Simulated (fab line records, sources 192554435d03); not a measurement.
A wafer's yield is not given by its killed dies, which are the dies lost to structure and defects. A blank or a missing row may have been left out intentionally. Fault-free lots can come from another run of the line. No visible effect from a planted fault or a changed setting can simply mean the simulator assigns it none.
Split-lot experiment | flow n5 finfet | on a route of 1938 steps: 7 lots, 39 wafers read

== THE SPLIT ==
At N5_BEOL_M11_CVD_75 (deposits Co from CCTBA/H2, target thk 2 nm, time 138.9 s), the setting target thk a was moved away from the recipe's 20 angstrom on 15 of the 39 wafers read, by -50.7% to +49.8%. The other wafers ran this setting at the recipe's value.

The reading is taken at the split's own step.

== THE READING ==
Co_of_BEOL_M11_CVD_75.thk nm (the simulator's own value, which no gauge read), in nm, at N5_BEOL_M11_CVD_75 (deposits Co from CCTBA/H2, target thk 2 nm, time 138.9 s). There is no usual value for it anywhere in the file. The 24 wafers here that ran the recipe average 1.9 nm, standard deviation 0.087 nm.

wafer  | tool, chamber at the split | target thk a as run, angstrom | against the recipe | Co_of_BEOL_M11_CVD_75.thk nm, nm | against lot-mates on the recipe
L077.1 | cvd co-01, 1,0,2           | 29.97                         | +49.8%             | 3                                | +1.1
L077.4 | cvd co-01, 1,0,2           | 29.97                         | +49.8%             | 3                                | +1.1
L077.6 | cvd co-01, 1,0,2           | 29.97                         | +49.8%             | 3                                | +1.1
L077.2 | cvd co-01, 2,1             | 20                            | recipe             | 2                                | -
L077.5 | cvd co-01, 2,1             | 20                            | recipe             | 2                                | -
L077.3 | cvd co-01, 0               | 20                            | recipe             | 1.8                              | -
L085.1 | cvd co-02, 2,1             | 20                            | recipe             | 2                                | -
L085.4 | cvd co-02, 2,1             | 20                            | recipe             | 2                                | -
L085.2 | cvd co-02, 0,2             | 10.4                          | -48.0%             | 0.8                              | -1.1
L085.5 | cvd co-02, 0,2             | 10.4                          | -48.0%             | 0.8                              | -1.1
L085.3 | cvd co-02, 1               | 10.4                          | -48.0%             | 1                                | -0.9
L085.6 | cvd co-02, 0               | 20                            | recipe             | 1.8                              | -
L089.1 | cvd co-02, 2               | 9.857                         | -50.7%             | 1                                | -1.0
L089.2 | cvd co-02, 1               | 9.857                         | -50.7%             | 0.8                              | -1.2
L089.3 | cvd co-02, 0,1,2           | 20                            | recipe             | 2                                | -
L089.5 | cvd co-02, 0,1,2           | 20                            | recipe             | 2                                | -
L089.6 | cvd co-02, 0,1,2           | 20                            | recipe             | 2                                | -
L089.4 | cvd co-02, 0               | 9.857                         | -50.7%             | 1.2                              | -0.8
L092.1 | cvd co-01, 0,0,2           | 25.98                         | +29.9%             | 2.6                              | +0.7
L092.5 | cvd co-01, 0,0,2           | 25.98                         | +29.9%             | 2.6                              | +0.7
L092.6 | cvd co-01, 0,0,2           | 25.98                         | +29.9%             | 2.6                              | +0.7
L092.2 | cvd co-01, 2,0             | 20                            | recipe             | 2                                | -
L092.3 | cvd co-01, 2,0             | 20                            | recipe             | 2                                | -
L092.4 | cvd co-01, 2               | 20                            | recipe             | 1.8                              | -
L091.1 | cvd co-02, 0,2,1           | 20                            | recipe             | 2                                | -
L091.2 | cvd co-02, 0,2,1           | 20                            | recipe             | 2                                | -
L091.3 | cvd co-02, 0,2,1           | 20                            | recipe             | 2                                | -
L094.1 | cvd co-01, 0,2,1           | 20                            | recipe             | 1.8                              | -
L094.4 | cvd co-01, 0,2,1           | 20                            | recipe             | 1.8                              | -
L094.6 | cvd co-01, 0,2,1           | 20                            | recipe             | 1.8                              | -
L094.2 | cvd co-01, 1,2,0           | 20                            | recipe             | 2                                | -
L094.3 | cvd co-01, 1,2,0           | 20                            | recipe             | 2                                | -
L094.5 | cvd co-01, 1,2,0           | 20                            | recipe             | 2                                | -
L097.1 | cvd co-01, 2,1,0           | 20                            | recipe             | 2                                | -
L097.2 | cvd co-01, 2,1,0           | 20                            | recipe             | 2                                | -
L097.3 | cvd co-01, 2,1,0           | 20                            | recipe             | 2                                | -
L097.4 | cvd co-01, 0               | 11.36                         | -43.2%             | 1.2                              | -0.8
L097.5 | cvd co-01, 1,2             | 11.36                         | -43.2%             | 1                                | -1.0
L097.6 | cvd co-01, 1,2             | 11.36                         | -43.2%             | 1                                | -1.0
Where a row lists several chambers, the file gives one row for several wafers and doesn't say which wafer went through which chamber.

FIT RESULTS
A straight line over all 39 wafers: Co_of_BEOL_M11_CVD_75.thk nm changes by +0.0208 nm for each +1% of target thk a; r = +0.99; the points scatter about the line by 0.1 nm.
The same after taking each lot's own level away (the mean of its wafers on the recipe; 39 wafers): +0.0213 nm for each +1%; r = +0.99; scatter 0.09 nm.
Per that fit: largest target thk a move, reading shift of 1.1 nm.
Across the lots, their own levels run from 1.90 to 2.00 nm, a range of 1.2 times the standard deviation given above.
The two slopes are in agreement: the lot-to-lot level therefore moves the slope only a little.
Check: -1.08 nm against its lot-mates is what the line predicts for one of the wafers moved furthest among these (-50.7%) when that wafer is left out of the fit. Against them it came out at -1 nm.

== OTHER SPLITS APPLIED TO THESE WAFERS ==
Before the reading, these wafers also passed through other splits. Each is held against what the fit with the lots' levels taken away leaves over:
other split on the same wafers           | wafers away from the commonest value | r with Co_of_BEOL_M11_CVD_75.thk nm (lot level and that fit taken away)
N5_BEOL_M3_ILD_DEP_00 time s             | 9                                    | +0.08
N5_BEOL_M3_TRENCH_ETCH_37 target depth a | 15                                   | +0.05
N5_BEOL_M6_ILD_DEP_00 time s             | 12                                   | +0.10
N5_BEOL_M8_ETCH_66 target depth a        | 15                                   | +0.14

== FILE'S OWN FIT ==
Co_of_BEOL_M11_CVD_75.thk nm changes by +0.0213 nm for each +1% of target thk a, r = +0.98.
